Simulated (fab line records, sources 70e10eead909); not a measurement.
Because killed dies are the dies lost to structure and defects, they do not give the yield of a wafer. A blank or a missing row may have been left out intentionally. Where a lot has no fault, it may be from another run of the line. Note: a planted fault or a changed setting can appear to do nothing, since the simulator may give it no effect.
Chamber matching :: flow nand harc :: 3 sister chambers for NHARC_P_M2_PRE_CLEAN_32 on pecvd-03
The step time 12 s. 6 wafers are shown with their chamber, then 10 later ones without.

EACH WAFER AND ITS CHAMBER
wafer: L082.3
chamber: 2
heater power w (W): 793
susceptor temp C (C): 370.16

wafer: L086.1
chamber: 0
heater power w (W): 578
susceptor temp C (C): 370.24

wafer: L086.2
chamber: 2
heater power w (W): 769
susceptor temp C (C): 369.85

wafer: L086.6
chamber: 1
heater power w (W): 676
susceptor temp C (C): 369.82

wafer: L085.3
chamber: 1
heater power w (W): 690
susceptor temp C (C): 370.05

wafer: L085.4
chamber: 0
heater power w (W): 533
susceptor temp C (C): 369.92

WAFERS WHOSE CHAMBER IS MISSING
wafer: L085.5
heater power w (W): 723
susceptor temp C (C): 370.28

wafer: L091.2
heater power w (W): 607
susceptor temp C (C): 369.62

wafer: L091.3
heater power w (W): 773
susceptor temp C (C): 369.90

wafer: L091.4
heater power w (W): 595
susceptor temp C (C): 369.90

wafer: L094.1
heater power w (W): 675
susceptor temp C (C): 370.05

wafer: L094.2
heater power w (W): 692
susceptor temp C (C): 370.31

wafer: L094.3
heater power w (W): 612
susceptor temp C (C): 369.67

wafer: L095.1
heater power w (W): 521
susceptor temp C (C): 370.27

wafer: L095.4
heater power w (W): 750
susceptor temp C (C): 370.20

wafer: L095.5
heater power w (W): 511
susceptor temp C (C): 370.01

CHAMBER TAKEN BY EACH
wafer: L085.5
from the rows above: can't be placed: 1 or 2
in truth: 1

wafer: L091.2
from the rows above: can't be placed: 0 or 1
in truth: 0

wafer: L091.3
from the rows above: 2
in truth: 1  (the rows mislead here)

wafer: L091.4
from the rows above: 0
in truth: 0

wafer: L094.1
from the rows above: 1
in truth: 1

wafer: L094.2
from the rows above: 1
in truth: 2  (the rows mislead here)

wafer: L094.3
from the rows above: can't be placed: 0 or 1
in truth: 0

wafer: L095.1
from the rows above: 0
in truth: 0

wafer: L095.4
from the rows above: can't be placed: 2 or 1
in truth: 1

wafer: L095.5
from the rows above: 0
in truth: 0
Correct placement for 4 of the 10. From these rows, 4 cannot be placed; in 4 the true chamber is one of the candidates. Number placed wrongly: 2.
How it was worked out, from the rows above alone: a wafer's distance from a chamber is the root of the sum, over the readings, of the square of ((its reading less the chamber's mean) divided by the reading's scatter). The wafer belongs to the nearest chamber; if the next one is less than 2 further off, it can't be placed. Each chamber's mean is taken over the wafers shown for it. The scatter is the square root of a quotient: the sum, over the shown wafers, of each reading's squared deviation from its chamber's mean, divided by wafers minus chambers.
